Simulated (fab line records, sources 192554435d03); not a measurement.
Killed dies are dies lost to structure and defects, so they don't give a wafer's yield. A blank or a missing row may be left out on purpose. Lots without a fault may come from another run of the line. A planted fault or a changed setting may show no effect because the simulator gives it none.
fab line records | flow n5_finfet | part 1 of 2: steps 1 to 4 of 6
record lots=20 wafers=60 last_day=17
route steps=1938 shown MOL_CONTACT_COAG@549
lots that met no fault: from a run of the same line without faults
start_h: hours from the record's first day to the start of the lot's first wafer shown | wait_h: hours since the lot's step before | " the same as in the row above | L1.1+2: a row that stands for several wafers | - no value, or no start given | * or withheld: withheld | < > ~ a bound
route shown NAME@n: a module of which the file shows steps, and the number in the route of the first | usual: mean/standard deviation of fault-free wafers | same: alike in all rows | chamber/n: place in a boat | sites: the reading at each site | _std_site: their standard deviation | _edge_site: outer sites' mean less inner sites' | radius_mm: how far each site lies from the wafer's centre | mask NAME#n: copy n | behind: the tool/chamber that last shaped the wafer | hold: why the lot was held/for how many hours/how that ended | device: the transistor (n, p or np) that didn't switch | end of line: the same wafers' tests at the end of the route | a step without rows: its recipe alone | killed: dies lost to structure and defects at the first sort, not the wafer's yield | map: a wafer's dies, x killed, . not, _ none there
set.NAME: the setting as run; set.NAME@STEP: as run at that earlier step | model.NAME: the simulator's own value behind a step, which no gauge read
steps of the route over a sample of lots; a table a step, a row a wafer
services: from which hour (start_h, from the record's first day; less than 0 if before it) a tool's chamber was out of use, for how many hours, and why
## steps
# step N5_MOL_CONTACT_COAG_ANNEAL_113
# recipe temp_c=400 time_s=300 ambient=H2/N2
# usual anneal_temp_c_max=401.7/0.35 lamp_power_pct=2.9/0.45 wafer_temp_C_max=401.8/0.76
# columns lot.wafer tool chamber start_h wait_h anneal_temp_c_max lamp_power_pct wafer_temp_C_max
L074.3 rtp_anneal-02 0 91.57 0.9 401.6 3.4 401.1
L074.5 " 0 " " 401.2 3.4 401.6
L074.6 " 0 " " 401.8 3.4 401.4
L075.3 rtp_anneal-01 0 95.60 0.6 401.8 2.5 402.4
L075.4 " 0 " " 401.5 2.5 402.1
L075.6 " 0 " " 401.3 2.5 402.9
L077.2 rtp_anneal-02 0 114.93 0.5 401.3 3.4 402.0
L077.5 " 0 " " 401.3 3.4 400.9
L077.6 " 0 " " 401.4 3.4 401.8
L078.1 rtp_anneal-02 0 127.34 0.3 401.6 3.4 401.1
L078.3 " 0 " " 401.2 3.4 401.0
L078.6 " 0 " " 401.9 3.4 401.0
L079.1 rtp_anneal-02 0 128.24 0.3 401.2 3.4 401.2
L079.3 " 0 " " 401.4 3.4 401.7
L079.5 " 0 " " 401.6 3.4 401.2
L080.1 rtp_anneal-01 0 129.12 0.5 402.2 2.5 402.5
L080.2 " 0 " " 401.6 2.5 403.3
L080.4 " 0 " " 402.3 2.5 403.2
L081.2 rtp_anneal-01 0 136.76 0.8 401.4 2.5 403.2
L081.5 " 0 " " 401.6 2.5 402.1
L081.6 " 0 " " 401.6 2.5 402.3
L082.1 rtp_anneal-02 0 139.86 0.4 401.2 3.4 401.3
L082.2 " 0 " " 401.4 3.4 401.0
L082.3 " 0 " " 402.0 3.4 401.1
L084.3 rtp_anneal-02 0 155.30 0.6 401.2 3.4 401.6
L084.4 " 0 " " 401.9 3.4 401.2
L084.6 " 0 " " 401.4 3.4 400.9
L085.2 rtp_anneal-02 0 166.00 0.5 401.0 3.4 401.0
L085.4 " 0 " " 402.1 3.4 401.1
L085.5 " 0 " " 401.3 3.4 400.9
L086.2 rtp_anneal-01 0 169.37 0.5 401.6 2.5 402.7
L086.3 " 0 " " 401.7 2.5 402.6
L086.5 " 0 " " 401.7 2.5 402.7
L087.3 rtp_anneal-02 0 172.21 0.6 401.4 3.4 400.9
L087.4 " 0 " " 401.5 3.4 401.1
L087.5 " 0 " " 401.2 3.4 401.2
L088.1 rtp_anneal-01 0 180.26 0.4 401.9 2.5 402.4
L088.3 " 0 " " 402.5 2.5 402.8
L088.5 " 0 " " 402.1 2.5 402.4
L089.1 rtp_anneal-01 0 182.42 0.3 401.1 2.5 402.5
L089.5 " 0 " " 402.0 2.5 401.9
L089.6 " 0 " " 401.8 2.5 402.2
L092.1 rtp_anneal-01 0 205.56 0.3 401.3 2.5 402.2
L092.3 " 0 " " 401.5 2.5 402.0
L092.4 " 0 " " 401.3 2.5 402.1
L093.2 rtp_anneal-01 0 210.41 0.5 401.5 2.5 403.6
L093.4 " 0 " " 401.9 2.5 401.9
L093.5 " 0 " " 401.7 2.5 403.2
L094.1 rtp_anneal-02 0 215.10 0.6 401.8 3.4 400.9
L094.2 " 0 " " 402.5 3.4 400.9
L094.3 " 0 " " 401.8 3.4 401.2
L095.2 rtp_anneal-01 0 219.77 0.5 401.8 2.5 402.2
L095.3 " 0 " " 401.7 2.5 402.4
L095.5 " 0 " " 401.9 2.5 402.6
L096.2 rtp_anneal-01 0 225.12 0.6 402.3 2.5 402.5
L096.4 " 0 " " 401.4 2.5 402.8
L096.5 " 0 " " 402.5 2.5 402.5
L097.1 rtp_anneal-02 0 227.23 0.4 401.2 3.4 401.0
L097.3 " 0 " " 401.4 3.4 401.4
L097.5 " 0 " " 402.0 3.4 401.5
# step N5_MOL_CONTACT_COAG_ETCH_90
# recipe chemistry=CF4 target=SiARC target_depth_a=130 mask_material=CAR-EUV time_s=21.7 ion_energy_ev=80 pressure_mtorr=40 source_w=545 bias_w=36 Ar_flow_sccm=100 cf4_flow_sccm=100 ends=cleared
# usual bias_w=36.00/0.11 drypump_motor_current_A=5.7/0.47 etch_rf_on_time_s=21.5/0.35 oes_product_au=0.66/0.049 rf_fwd_power_W=531.7/1.6 rf_vpp_V=184.3/0.95 showerhead_plenum_p_Torr=2.18/0.041 throttle_valve_pct=15.68/0.22
# columns lot.wafer tool chamber start_h wait_h bias_w drypump_motor_current_A etch_rf_on_time_s oes_product_au rf_fwd_power_W rf_hours_counter_h rf_vpp_V showerhead_plenum_p_Torr throttle_valve_pct
L074.3 rie_diel-05 3 100.07 0.0 36.07 5.4 21.4 0.73 534.8 62 184.9 2.25 15.32
L074.5 " 3 " " 35.83 5.4 21.2 0.74 530.6 - 184.6 2.25 15.32
L074.6 " 2 " " 35.69 4.9 21.6 0.65 530.3 - 184.9 2.22 15.35
L075.3 rie_diel-06 3 100.99 0.0 36.10 5.7 21.3 0.74 533.4 60 184.5 2.18 15.64
L075.4 " 2 " " 35.97 5.5 21.5 0.70 530.4 85 184.0 2.17 15.49
L075.6 " 0 " " 36.03 6.4 21.5 0.62 532.0 - 183.1 2.13 15.87
L077.2 rie_diel-02 1 121.56 0.0 35.90 6.3 21.9 0.61 530.8 210 184.7 2.12 15.44
L077.5 " 1 " " 35.95 6.3 21.7 0.61 531.1 - 184.2 2.12 15.46
L077.6 " 2 " " 35.92 5.1 22.1 0.62 531.2 - 181.5 2.14 16.02
L078.1 rie_diel-02 2 132.55 0.0 36.04 5.1 22.2 0.62 530.3 178 184.7 2.14 16.04
L078.3 " 1 " " 35.92 6.3 22.0 0.60 529.9 212 183.9 2.12 15.46
L078.6 " 3 " " 35.91 5.9 21.3 0.66 530.9 - 184.5 2.15 15.88
L079.1 rie_diel-06 2 136.66 0.0 35.88 5.5 22.1 0.68 530.6 98 184.3 2.16 15.50
L079.3 " 1 " " 36.00 5.7 21.5 0.61 533.1 190 184.9 2.21 15.75
L079.5 " 2 " " 35.98 5.5 22.0 0.68 529.5 - 183.6 2.16 15.51
L080.1 rie_diel-05 0 137.01 0.0 36.08 5.5 21.1 0.68 533.3 102 183.4 2.16 15.82
L080.2 " 3 " " 35.89 5.5 21.7 0.71 532.0 74 183.5 2.25 15.35
L080.4 " 2 " " 36.00 4.9 22.1 0.64 533.1 171 185.3 2.22 15.37
L081.2 rie_diel-06 2 142.57 0.0 35.98 5.5 21.8 0.67 529.2 101 184.4 2.16 15.50
L081.5 " 3 " " 35.88 5.7 21.6 0.71 531.8 - 186.0 2.17 15.67
L081.6 " 2 " " 35.94 5.5 21.5 0.68 531.7 - 183.3 2.16 15.50
L082.1 rie_diel-05 1 146.27 0.0 36.07 6.2 21.4 0.74 531.0 69 182.8 2.17 15.64
L082.2 " 3 " " 36.01 5.5 21.6 0.71 530.2 77 185.6 2.25 15.33
L082.3 " 2 " " 36.34 4.9 21.7 0.63 533.5 174 184.3 2.22 15.36
L084.3 rie_diel-05 3 160.54 0.0 36.06 5.5 21.8 0.71 531.8 82 185.0 2.25 15.36
L084.4 " 1 " " 35.89 6.2 21.4 0.73 534.4 75 184.9 2.17 15.66
L084.6 " 3 " " 36.05 5.4 21.8 0.71 532.7 - 185.1 2.25 15.37
L085.2 rie_diel-05 3 172.45 0.0 36.32 5.4 21.7 0.70 533.6 90 186.5 2.24 15.38
L085.4 " 2 " " 36.09 4.9 22.0 0.62 528.4 183 186.3 2.21 15.41
L085.5 " 0 " " 36.03 5.5 21.0 0.68 531.5 - 184.9 2.16 15.86
L086.2 rie_diel-05 3 175.04 0.0 36.02 5.5 21.4 0.71 528.5 91 184.9 2.24 15.37
L086.3 " 1 " " 35.97 6.2 21.4 0.71 532.0 84 185.4 2.17 15.68
L086.5 " 3 " " 35.91 5.5 21.5 0.70 531.1 - 184.4 2.24 15.38
L087.3 rie_diel-05 0 179.88 0.0 36.07 5.5 20.8 0.68 530.5 120 185.0 2.16 15.85
L087.4 " 2 " " 36.13 4.9 22.1 0.62 531.6 186 185.9 2.21 15.40
L087.5 " 3 " " 36.05 5.5 21.7 0.70 531.7 - 183.2 2.24 15.40
L088.1 rie_diel-05 1 188.89 0.0 36.04 6.2 21.3 0.71 533.3 88 183.9 2.17 15.69
L088.3 " 3 " " 35.98 5.5 21.7 0.70 530.7 95 184.5 2.24 15.39
L088.5 " 0 " " 36.05 5.5 20.8 0.67 531.0 - 182.5 2.15 15.86
L089.1 rie_diel-02 0 192.26 0.0 35.91 6.6 21.2 0.74 529.1 58 185.5 2.25 15.55
L089.5 " 3 " " 36.05 5.9 21.2 0.66 532.9 - 184.6 2.15 15.92
L089.6 " 2 " " 36.00 5.1 22.2 0.60 530.3 - 183.4 2.14 16.07
L092.1 rie_diel-02 2 212.30 0.0 35.97 5.1 21.9 0.61 532.0 199 184.6 2.14 16.08
L092.3 " 3 " " 36.01 5.9 21.1 0.66 529.5 131 182.8 2.15 15.94
L092.4 " 1 " " 35.96 6.3 21.5 0.60 529.8 234 184.5 2.11 15.51
L093.2 rie_diel-05 3 216.96 0.0 35.94 5.5 21.8 0.68 532.8 105 185.5 2.24 15.41
L093.4 " 0 " " 36.12 5.5 21.0 0.66 532.0 133 184.8 2.15 15.88
L093.5 " 3 " " 36.01 5.5 21.6 0.69 533.4 - 185.2 2.24 15.40
L094.1 rie_diel-02 2 223.40 0.0 36.09 5.1 22.1 0.60 532.2 203 183.0 2.14 16.08
L094.2 " 0 " " 35.88 6.5 21.3 0.73 529.5 70 185.1 2.24 15.59
L094.3 " 3 " " 35.97 5.9 21.2 0.65 531.7 135 184.7 2.15 15.92
L095.2 rie_diel-06 2 226.13 0.0 35.94 5.5 21.8 0.64 533.5 135 184.3 2.15 15.56
L095.3 " 1 " " 35.70 5.7 21.4 0.59 529.9 223 185.6 2.20 15.82
L095.5 " 2 " " 35.85 5.5 21.8 0.65 532.7 - 184.0 2.15 15.57
L096.2 rie_diel-06 0 230.09 0.0 36.07 6.4 21.7 0.58 533.8 223 183.8 2.12 15.99
L096.4 " 2 " " 36.14 5.5 22.0 0.64 532.2 137 184.2 2.15 15.59
L096.5 " 3 " " 36.23 5.7 21.5 0.69 528.9 - 183.2 2.16 15.75
L097.1 rie_diel-02 0 233.80 0.0 36.25 6.5 21.3 0.71 532.1 75 185.9 2.24 15.59
L097.3 " 1 " " 35.94 6.3 21.7 0.59 534.4 243 184.0 2.11 15.52
L097.5 " 3 " " 35.93 5.9 21.3 0.64 530.4 - 184.3 2.14 15.95
# step N5_MOL_CONTACT_COAG_ALD_131
# recipe material=SiO2 target_thk_a=50 temp_c=100 ald_precursor_family=BDEAS ald_co_reactant=O2-plasma pulse_time_s=1 co_reactant_pulse_time_s=1 purge_time_s=2 co_reactant_purge_time_s=2 ald_cycles=35 pressure_torr=2
# usual heater_power_w=76/8.5 precursor_pulse_height_rel=1.001/0.021
# same ald_cycles=35 pulse_time_s=1
# columns lot.wafer tool chamber start_h wait_h heater_power_w precursor_pulse_height_rel
L074.3 ald_sin-02 3 100.44 0.3 74 0.997
L074.5 " 3 " " 73 0.994
L074.6 " 0 " " 72 1.048
L075.3 ald_sin-04 0 101.07 0.1 73 0.985
L075.4 " 1 " " 75 0.983
L075.6 " 3 " " 71 1.003
L077.2 ald_sin-04 0 121.64 0.1 74 1.004
L077.5 " 1 " " 76 0.993
L077.6 " 2 " " 92 0.999
L078.1 ald_sin-03 0 132.63 0.1 76 1.023
L078.3 " 2 " " 64 0.996
L078.6 " 3 " " 78 1.017
L079.1 ald_sin-03 2 136.74 0.1 65 0.994
L079.3 " 3 " " 81 0.990
L079.5 " 2 " " 65 0.979
L080.1 ald_sin-03 0 137.09 0.1 78 0.996
L080.2 " 1 " " 67 1.022
L080.4 " 2 " " 65 0.979
L081.2 ald_sin-03 0 142.65 0.1 78 0.999
L081.5 " 1 " " 65 0.988
L081.6 " 2 " " 65 1.008
L082.1 ald_sin-04 2 146.35 0.1 93 1.016
L082.2 " 1 " " 79 1.015
L082.3 " 3 " " 72 0.985
L084.3 ald_sin-03 1 160.62 0.1 66 1.009
L084.4 " 2 " " 66 1.025
L084.6 " 2 " " 65 1.043
L085.2 ald_sin-02 0 172.53 0.1 70 0.981
L085.4 " 1 " " 73 0.986
L085.5 " 3 " " 74 0.984
L086.2 ald_sin-04 3 175.12 0.1 71 0.966
L086.3 " 2 " " 94 0.987
L086.5 " 2 " " 95 0.972
L087.3 ald_sin-04 0 179.96 0.1 73 0.983
L087.4 " 2 " " 95 0.983
L087.5 " 0 " " 72 1.044
L088.1 ald_sin-04 2 189.54 0.6 92 1.001
L088.3 " 3 " " 71 0.993
L088.5 " 3 " " 72 1.004
L089.1 ald_sin-04 1 192.34 0.1 75 1.033
L089.5 " 3 " " 72 0.998
L089.6 " 0 " " 73 1.039
L092.1 ald_sin-04 2 212.51 0.2 95 1.022
L092.3 " 0 " " 73 0.995
L092.4 " 1 " " 77 1.006
L093.2 ald_sin-04 3 217.04 0.1 73 0.975
L093.4 " 1 " " 77 1.026
L093.5 " 0 " " 73 0.968
L094.1 ald_sin-03 3 223.48 0.1 80 1.024
L094.2 " 2 " " 65 0.994
L094.3 " 1 " " 65 0.966
L095.2 ald_sin-03 3 226.21 0.1 80 0.981
L095.3 " 0 " " 78 0.991
L095.5 " 3 " " 83 1.012
L096.2 ald_sin-04 3 230.17 0.1 71 1.048
L096.4 " 1 " " 79 1.034
L096.5 " 0 " " 72 0.999
L097.1 ald_sin-03 2 233.88 0.1 67 1.021
L097.3 " 0 " " 72 1.005
L097.5 " 2 " " 66 0.991
# step N5_MOL_CONTACT_COAG_VIA_ETCH_46
# recipe chemistry=C4F6/O2 target_depth_a=460 overetch_a=92 mask_material=SOC target=SiO2 bias_w=455 pressure_mtorr=10 time_s=40 source_w=325 Ar_flow_sccm=300 C4F6_flow_sccm=10 O2_flow_sccm=10 ion_energy_ev=575.3 ends=end_point
# usual C4F6_flow_sccm=10.00/0.031 bias_w=454.9/1.3 drypump_motor_current_A=5.8/0.46 oes_product_au=0.69/0.048 rf_fwd_power_W=322.5/1.1 rf_vpp_V=1574/31 showerhead_plenum_p_Torr=2.88/0.047 throttle_valve_pct=41.2/0.54
# columns lot.wafer tool chamber start_h wait_h C4F6_flow_sccm bias_w drypump_motor_current_A oes_product_au rf_fwd_power_W rf_hours_counter_h rf_vpp_V showerhead_plenum_p_Torr throttle_valve_pct
L074.3 rie_diel-02 0 100.81 0.0 9.99 454.3 6.5 0.79 322.0 34 1573 2.99 40.5
L074.5 " 3 " " 10.05 453.9 5.9 0.70 322.1 - 1517 2.86 40.9
L074.6 " 0 " " 9.98 455.2 6.5 0.80 323.9 - 1574 2.99 40.5
L075.3 rie_diel-06 1 101.40 0.0 10.02 455.2 5.7 0.65 322.1 177 1573 2.92 40.8
L075.4 " 2 " " 9.97 452.1 5.5 0.72 324.2 85 1544 2.87 40.8
L075.6 " 2 " " 9.93 454.2 5.5 0.72 322.8 - 1543 2.87 40.9
L077.2 rie_diel-02 2 121.98 0.0 10.02 453.7 5.1 0.66 321.7 175 1555 2.85 41.8
L077.5 " 2 " " 10.07 454.3 5.1 0.65 323.9 - 1555 2.85 41.8
L077.6 " 1 " " 9.98 455.4 6.3 0.65 323.7 - 1570 2.82 41.0
L078.1 rie_diel-06 0 132.96 0.0 10.01 457.1 6.4 0.65 322.1 182 1541 2.82 41.9
L078.3 " 1 " " 9.99 457.1 5.7 0.63 323.2 188 1573 2.92 40.8
L078.6 " 2 " " 9.96 451.5 5.5 0.72 324.1 - 1545 2.87 40.9
L079.1 rie_diel-06 0 137.08 0.0 9.99 454.7 6.4 0.64 323.6 184 1540 2.82 41.9
L079.3 " 2 " " 9.99 454.3 5.5 0.72 323.8 98 1543 2.87 40.9
L079.5 " 2 " " 9.91 455.3 5.5 0.71 321.7 - 1544 2.87 40.9
L080.1 rie_diel-06 2 137.43 0.0 10.00 452.3 5.5 0.71 322.1 98 1542 2.87 40.9
L080.2 " 1 " " 10.04 455.5 5.7 0.63 321.9 190 1571 2.92 40.8
L080.4 " 3 " " 9.99 457.9 5.7 0.75 322.7 73 1607 2.90 41.6
L081.2 rie_diel-06 3 142.99 0.0 10.02 457.9 5.7 0.75 321.3 75 1606 2.90 41.6
L081.5 " 3 " " 10.00 455.8 5.7 0.76 321.5 - 1606 2.90 41.6
L081.6 " 0 " " 9.97 456.9 6.4 0.65 323.9 - 1541 2.82 41.9
L082.1 rie_diel-02 1 146.69 0.0 9.96 455.1 6.2 0.62 322.0 216 1569 2.82 41.0
L082.2 " 2 " " 10.02 454.5 5.1 0.64 322.2 182 1553 2.85 41.8
L082.3 " 3 " " 10.02 453.7 5.8 0.69 321.7 112 1516 2.85 40.9
L084.3 rie_diel-05 1 161.80 0.0 10.01 453.8 6.2 0.75 323.0 76 1620 2.89 41.8
L084.4 " 0 " " 10.01 454.1 5.5 0.70 323.3 110 1609 2.88 41.2
L084.6 " 2 " " 9.97 453.7 4.9 0.66 320.7 - 1617 2.93 40.1
L085.2 rie_diel-06 3 173.10 0.0 9.95 455.3 5.7 0.72 321.6 89 1607 2.89 41.6
L085.4 " 0 " " 10.06 452.7 6.4 0.63 322.6 200 1542 2.82 41.9
L085.5 " 3 " " 9.97 454.8 5.7 0.73 321.8 - 1607 2.89 41.6
L086.2 rie_diel-06 1 175.86 0.0 10.05 456.7 5.7 0.62 322.3 203 1572 2.91 40.8
L086.3 " 2 " " 9.99 455.9 5.5 0.70 322.7 115 1543 2.86 40.9
L086.5 " 2 " " 9.95 455.5 5.5 0.71 321.6 - 1543 2.86 40.9
L087.3 rie_diel-06 2 180.35 0.0 9.96 455.8 5.5 0.69 323.1 117 1543 2.86 40.9
L087.4 " 1 " " 9.92 454.4 5.7 0.62 321.9 204 1572 2.91 40.8
L087.5 " 2 " " 10.00 455.3 5.5 0.70 322.2 - 1545 2.86 40.9
L088.1 rie_diel-02 3 189.87 0.0 10.03 455.2 5.9 0.69 320.9 122 1517 2.85 40.9
L088.3 " 2 " " 10.00 456.7 5.1 0.65 322.2 191 1555 2.85 41.8
L088.5 " 0 " " 10.01 457.1 6.6 0.78 322.4 - 1574 2.98 40.5
L089.1 rie_diel-06 2 192.73 0.0 10.06 455.4 5.5 0.69 323.3 121 1542 2.86 40.9
L089.5 " 0 " " 9.98 456.0 6.4 0.64 324.2 - 1541 2.81 41.9
L089.6 " 3 " " 9.97 454.8 5.7 0.73 323.3 - 1605 2.89 41.6
L092.1 rie_diel-05 1 212.91 0.0 10.00 452.6 6.2 0.73 322.9 98 1620 2.88 41.8
L092.3 " 3 " " 9.96 454.8 5.4 0.72 324.4 104 1565 2.97 40.6
L092.4 " 2 " " 10.03 453.9 4.9 0.65 323.1 198 1615 2.92 40.1
L093.2 rie_diel-05 3 217.38 0.0 9.93 452.6 5.5 0.71 322.2 105 1563 2.97 40.6
L093.4 " 1 " " 9.99 450.9 6.2 0.74 322.1 99 1619 2.88 41.8
L093.5 " 1 " " 10.05 453.4 6.2 0.74 322.8 - 1619 2.88 41.8
L094.1 rie_diel-02 1 223.84 0.0 10.03 454.7 6.3 0.62 322.8 238 1569 2.81 41.0
L094.2 " 3 " " 10.00 454.7 5.9 0.67 320.8 135 1514 2.85 40.9
L094.3 " 2 " " 10.06 454.5 5.1 0.63 321.2 203 1552 2.84 41.8
L095.2 rie_diel-05 3 226.72 0.0 10.02 455.8 5.5 0.72 324.4 109 1565 2.97 40.6
L095.3 " 1 " " 9.97 454.9 6.2 0.74 321.1 102 1619 2.88 41.8
L095.5 " 0 " " 10.01 458.4 5.5 0.68 323.8 - 1608 2.86 41.2
L096.2 rie_diel-06 1 230.50 0.0 10.01 454.3 5.7 0.62 321.1 225 1572 2.90 40.8
L096.4 " 2 " " 10.03 455.5 5.5 0.69 322.8 137 1544 2.85 40.9
L096.5 " 1 " " 10.00 453.3 5.7 0.61 321.8 - 1571 2.90 40.8
L097.1 rie_diel-05 0 234.22 0.0 10.00 455.4 5.5 0.68 322.0 139 1608 2.86 41.2
L097.3 " 1 " " 9.96 453.5 6.3 0.72 321.8 105 1619 2.87 41.8
L097.5 " 3 " " 10.00 453.5 5.5 0.73 323.7 - 1564 2.96 40.6
